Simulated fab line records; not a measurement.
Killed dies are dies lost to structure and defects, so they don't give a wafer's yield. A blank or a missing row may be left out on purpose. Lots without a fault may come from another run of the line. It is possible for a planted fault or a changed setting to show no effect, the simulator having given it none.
Matching of chambers + flow nandHarc + NHARC_A_STAIRCASE_DEP_322 on pecvd-04: 3 sister chambers
The step deposits SiO2, target thk 3800 nm. 16 wafers are shown with their chamber, then 8 later ones without.

## EACH WAFER AND ITS CHAMBER
| wafer  | chamber | heaterPowerW (W) | mfcPrecursorSccm (sccm) | rfFwdPowerW (W) |
|--------|---------|------------------|-------------------------|-----------------|
| L074.1 | 1       | 765              | 199.5                   | 499.9           |
| L074.4 | 0       | 549              | 200.6                   | 499.8           |
| L074.5 | 1       | 686              | 199.7                   | 498.1           |
| L076.1 | 1       | 821              | 199.5                   | 499.6           |
| L076.2 | 2       | 613              | 199.2                   | 499.8           |
| L076.6 | 2       | 504              | 199.5                   | 499.7           |
| L080.1 | 2       | 504              | 199.4                   | 500.0           |
| L080.2 | 0       | 642              | 199.5                   | 499.7           |
| L080.3 | 1       | 725              | 199.9                   | 498.1           |
| L084.1 | 2       | 586              | 200.1                   | 498.6           |
| L084.4 | 0       | 552              | 200.4                   | 500.8           |
| L084.6 | 1       | 680              | 200.5                   | 500.5           |
| L083.2 | 2       | 619              | 199.3                   | 500.4           |
| L083.4 | 0       | 547              | 201.0                   | 499.7           |
| L083.5 | 2       | 510              | 199.5                   | 501.8           |
| L088.3 | 2       | 540              | 199.7                   | 500.1           |

SIGNATURES (averages over the wafers above)
| reading          | chamber 0 | chamber 1 | chamber 2 | scatter within a chamber |
|------------------|-----------|-----------|-----------|--------------------------|
| heaterPowerW     | 572.50    | 735.40    | 553.71    | 52.7                     |
| mfcPrecursorSccm | 200.375   | 199.820   | 199.529   | 0.432                    |
| rfFwdPowerW      | 500.000   | 499.240   | 500.057   | 0.924                    |
Rule: a wafer lies at a distance from a chamber equal to the root of the sum of squares, over the readings, of (its reading less the chamber's mean, divided by the reading's scatter). If the next closest chamber is less than 2 further off than the closest, the wafer can't be placed; otherwise it belongs to the closest. How the scatter is found: for the shown wafers, subtract from each reading the mean of its chamber, square and add these, divide the total by (wafers less chambers), then take the root.

## WAFERS WITH NO CHAMBER GIVEN
| wafer  | heaterPowerW (W) | mfcPrecursorSccm (sccm) | rfFwdPowerW (W) |
|--------|------------------|-------------------------|-----------------|
| L088.4 | 555              | 199.8                   | 499.7           |
| L088.5 | 493              | 199.6                   | 501.1           |
| L094.4 | 535              | 199.8                   | 499.2           |
| L094.5 | 507              | 201.0                   | 500.7           |
| L094.6 | 771              | 199.7                   | 501.6           |
| L096.3 | 910              | 199.6                   | 500.3           |
| L096.4 | 545              | 200.7                   | 498.7           |
| L096.5 | 765              | 199.8                   | 500.8           |

## EACH ONE'S CHAMBER
| wafer  | from the rows above          | in truth |
|--------|------------------------------|----------|
| L088.4 | can't be placed: 2 or 0      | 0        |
| L088.5 | can't be placed: 2 or 0      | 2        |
| L094.4 | can't be placed: 2 or 0      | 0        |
| L094.5 | can't be placed: 0 or 2      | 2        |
| L094.6 | can't be placed: 1 or 0 or 2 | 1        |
| L096.3 | 1                            | 1        |
| L096.4 | can't be placed: 0 or 2      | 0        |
| L096.5 | 1                            | 1        |
2 of 8 placed correctly. These rows do not allow placing 6 (true chamber among the candidates in 6). Number placed wrongly: 0.
